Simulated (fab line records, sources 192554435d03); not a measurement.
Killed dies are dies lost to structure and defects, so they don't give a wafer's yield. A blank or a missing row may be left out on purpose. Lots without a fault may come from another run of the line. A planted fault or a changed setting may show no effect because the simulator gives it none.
A struck lot beside a sound one | flow n5_finfet | 34 steps out of a route of 1938
Sound: wafers L389.1, L389.4, L389.6. Struck: wafers L397.3, L397.6. (L397.5 of the same lot was not struck and is left out.) The cause comes at the end.
At each step with rows: each side's tool, then ch and its chambers, then its first start. Under that, the readings that differ: sound wafers | struck wafers | difference of the means | sigmas: that difference in standard deviations of wafers without a fault.
alike: readings whose means differ by less than 2 such deviations, and words and numbers that are the same on both sides. not compared: withheld readings, readings that some wafer has no value for, bounds like >300 that may hide the same value, and numbers for which the record gives no deviation and whose values overlap.
The two part at a step that has a row with sigmas, a row that says differs or no value, or rows on one side only. Numbers that don't overlap but have no deviation are shown without sigmas and don't part them. A reading that every wafer of one side lacks parts them only if that side has two wafers or more.

first, 9 steps without rows for these wafers: N5_SD_EPI_P_DEVELOP_08 (develop time 30 s); N5_SD_EPI_P_DESCUM_14 (chemistry O2, time 7.9 s); N5_SD_EPI_P_ETCH_36 (etches SiARC in CF4, target depth 45.5 nm, time 75.8 s); N5_SD_EPI_P_ETCH_37 (etches SOC in N2/H2, overetch 108 nm, time 486 s); N5_SD_EPI_P_STRIP_38 (strips in N2/H2); N5_SD_EPI_P_ETCHBACK_46 (etches SiNx in CH3F/O2, stops on SiO2, target depth 17.5 nm); N5_SD_EPI_P_ETCH_47 (etches SiOCN in CH3F/O2, target depth 25 nm); N5_SD_EPI_P_ETCH_16 (etches SiO2 in CHF3/O2, target depth 5 nm); N5_SD_EPI_P_STRIP_50 (strips in CHF3/O2).
N5_SD_EPI_P_SD_RECESS_17: chemistry HBr/Cl2/O2, target depth 39.1 nm, bt time 3 s.
  sound on rie_si-02 ch 0,1,3, day 3 18:50; struck on rie_si-02 ch 2, day 5 23:17
  reading                              | sound             | struck      | difference | sigmas
  drypump_motor_current_A (A)          | 5.6 5.2 5.6       | 6.3 6.3     | +0.8       | +3
  oes_product_au (a.u.)                | 1.007 1.024 0.980 | 1.133 1.139 | +0.132     | +9
  model.etch.depth_nm (nm)             | 38.43 38.8 38.2   | 60.3 60.74  | +22.0      |
  model.SD_EPI_P.feature_depth_nm (nm) | 38.4 38.8 38.2    | 60.2 60.8   | +22.0      |
  alike: bias_w, rf_fwd_power_W, throttle_valve_pct
  not compared: rf_hours_counter_h
then, 22 steps without rows for these wafers: N5_SD_EPI_P_WET_ETCH_45 (etches SiO2 in dHF, time 10.7 s, target depth 2 nm, rinse time 30 s); N5_SD_EPI_P_STRIP_40 (strips in N2/H2); N5_SD_EPI_P_PRECLEAN_52 (cleans in O3/DIW, time 60 s); N5_SD_EPI_P_SRD_20 (time 30 s); N5_SD_EPI_P_PRECLEAN_51 (cleans in NF3:NH3, afs cycles 1, time 20 s, sublimation time 60 s); N5_SD_EPI_P_VAPOR_ETCH_44 (etches SiGe30 in NF3/Ar, time 3.3 s); N5_SD_EPI_P_EPI_21 (deposits SiGe:B, time 355 s); N5_SD_EPI_P_HM_STRIP_48 (strips SiNx in H3PO4, material SiNx, target depth 3 nm); N5_SD_EPI_P_SRD_49 (time 30 s); N5_SD_EPI_P_PRECLEAN_24 (cleans in O3/DIW, time 45 s); N5_SD_EPI_P_PRECLEAN_32 (cleans in dHF, time 10 s); N5_SD_EPI_P_PRECLEAN_33 (cleans in SC2, time 45 s); N5_SD_EPI_P_SRD_25 (time 30 s); N5_SD_ACTIVATION_RTA_00 (time 0 s); N5_SD_ACTIVATION_LSA_01 (time 0.0008 s); N5_ILD0_LINER_00 (material SiNx, target thk 4 nm, pulse time 1 s, purge time 2 s); N5_ILD0_FCVD_FILL_01 (material SiO2 flowable, target thk 200 nm, time 328.3 s); N5_ILD0_CURE_02 (time 1800 s); N5_ILD0_CMP_03 (polishes, stops on SiNx, t overpolish 1.9 s, target thk 197.38 nm); N5_ILD0_CMP_07 (polishes SiO2 flowable, stops on poly-Si, t overpolish 1.18 s, target thk 138.88 nm); N5_ILD0_PRECLEAN_10 (cleans in NF3:NH3, afs cycles 5, time 20 s, sublimation time 60 s); N5_ILD0_ALD_15 (deposits SiNx, target thk 24 nm, pulse time 1 s, ald cycles 480).
-- the record jumps here: 5 days lie between the struck wafers' starts before and after (it left off in module ILD0 and takes up again in module BEOL_M4, whose first step shown is number 1111 of the route) --
N5_BEOL_M4_RC_MEAS_101:
  sound on prober-02 ch 0, day 8 14:12; struck on prober-01 ch 0, day 10 22:37
  no value came back on the struck wafers for any of 17 readings (CJ_P, DIBL_P (mV/V) and others); on the sound wafers CJ_P reads 5.69 5.85 5.76
  reading       | sound       | struck  | difference | sigmas
  ION_N (uA/um) | 670 659 677 | 696 686 | +22        | +2
  alike: DIBL_N, IOFF_N, SS_N, VT_N
-- the record jumps here: 5 days lie between the struck wafers' starts before and after (it left off in module BEOL_M4 and takes up again in module PASSIVATION, whose first step shown is number 1936 of the route) --
N5_PASSIVATION_PROBE_49:
  sound on prober-02, day 13 09:22; struck on prober-02, day 15 12:12
  reading                | sound          | struck      | difference | sigmas
  killed_at_front_end    | 27 18 33       | 54 45       | +24        | +2
  killed_at_other        | 2 5 5          | 17 12       | +10        | +3
  killed_short           | 28 20 36       | 50 44       | +19        | +2
  sort_bin_4_leakage (%) | 0 0 0          | 89.32 90.68 | +90.00     |
  sort_bin_6_memory (%)  | 3.5 2.7 3.0    | 4.3 4.7     | +1.4       | +2
  sort_n_pass            | 1089 1085 1086 | 0 0         | -1087      | -72
  sort_yield_pct (%)     | 92.3 91.9 92.0 | 0 0         | -92        | -71
  alike: defect_limited_yield, killed_at_M0_to_M3, killed_at_M4_up, killed_at_contacts, killed_dies, killed_open, sort_bin_5_function

WHERE THEY PART
First at N5_SD_EPI_P_SD_RECESS_17; last, within this record, at N5_PASSIVATION_PROBE_49.

WHY: what the simulator had put in
Process parameter drift: rie_si-02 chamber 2, from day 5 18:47 on, at N5_SD_EPI_P_SD_RECESS_17. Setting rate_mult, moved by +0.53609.
